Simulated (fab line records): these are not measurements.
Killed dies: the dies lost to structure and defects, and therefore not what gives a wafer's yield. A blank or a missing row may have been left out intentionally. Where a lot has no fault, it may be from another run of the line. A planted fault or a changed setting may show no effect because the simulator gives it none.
Problem report in the 8D (eight disciplines) form, filled by code :: flow nandHarc :: the parts of the form that need people (team, actions taken, sign-off) are left out

## 1. THE ISSUE
cdNm at NHARC_P_M2_CD_MEAS_09 reads a mean of 154.4 nm on 2 wafers of 2 lots; wafers without a fault read 169.7 nm with a standard deviation of 0.64. Relative to the usual mean, that is a shift of -24 standard deviations.
The step: target cd 170 nm.
Seen first at day 10 04:11 on cdSem-03, wafer L963.5. At this step, 36 wafers from 12 lots have a number in the record. By rule, "out" or "out of limits" means more than 4 standard deviations away from the usual mean. The other wafers with a number count as sound.

## 2. WHAT IT IS AND WHAT IT IS NOT
question: which readings at this step
is: cdNm
is not: -

question: which lots
is: L963, L966
is not: L956, L957, L959, L964, L967, L972, L973, L974, L975, L977

question: which wafers of those lots
is: L963.5, L966.2
is not: L963.4, L963.6, L966.3, L966.6

question: read on which gauges
is: cdSem-01, cdSem-03
is not: cdSem-02

question: when
is: from day 10 04:11
is not: up to then (14 sound wafers); but 20 sound wafers of L966, L967, L972, L973, L974, L975, L977 came after

## 3. WHAT RULES OUT EACH SUSPECT
Counting: any tool at a process step up to the reading remains a suspect provided it ran every lot that is out. Sound lots after the first of them don't rule it out here, since some wafers of a struck lot are sound.
- ruled out: the gauge at NHARC_P_M2_CD_MEAS_09. The wafers that are out were read on 2 gauges (cdSem-01, cdSem-03).
- lithoTrack-04 at NHARC_P_M2_PEB_07 (peb time 65 s): kept. It ran every lot that is out, first L963 (day 10 04:06); its last sound lot up to then is L964 (day 10 03:38). On those wafers its own readings are out: heaterPowerTotalW.
Left after counting: lithoTrack-04 at NHARC_P_M2_PEB_07.

## 4. THE CAUSE (what the simulator had put in)
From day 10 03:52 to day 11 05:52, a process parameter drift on lithoTrack-04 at NHARC_P_M2_PEB_07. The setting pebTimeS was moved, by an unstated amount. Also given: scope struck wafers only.
The count eliminated every tool but this one.

## 5. THE EFFECT CHAIN, in route order
Each row: a reading whose mean over the struck wafers that have a number lies more than 3 standard deviations from the usual. Scope: only readings with a usual standard deviation given in the record; hours: median across lots of the time from each lot's start at the first step in this table that gives one to its start at this step; sigmas: change in usual standard deviations.
hours: 0
step: NHARC_P_M2_PEB_07
reading: heaterPowerTotalW
usual: 156.7 W
on struck wafers: 196.7
change: +40.0
sigmas: +99 or more

hours: 0
step: NHARC_P_M2_CD_MEAS_09
reading: cdNm
usual: 169.7 nm
on struck wafers: 154.4
change: -15.3
sigmas: -24
The process steps in it:
- NHARC_P_M2_PEB_07: peb time 65 s.
At these later measuring or inspecting steps, every struck wafer for which the step has a row has a number for every such reading, and none has moved that far: NHARC_P_M2_INSPECT_11, NHARC_END_SORT_01.

## 6. WHAT WOULD HAVE CAUGHT IT SOONER
The first out-of-limits reading at a measuring or inspecting step in this record came at day 10 04:11, 0 hours after the fault's start at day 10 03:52.
Tool's own readings at NHARC_P_M2_PEB_07, heaterPowerTotalW: out on all struck wafers the step has rows for; an alarm limit on them would have tripped on the first.
Of the lots that are out (2), L966 began NHARC_P_M2_PEB_07 on lithoTrack-04 after day 10 04:11. Holding the tool at that time would have saved it.
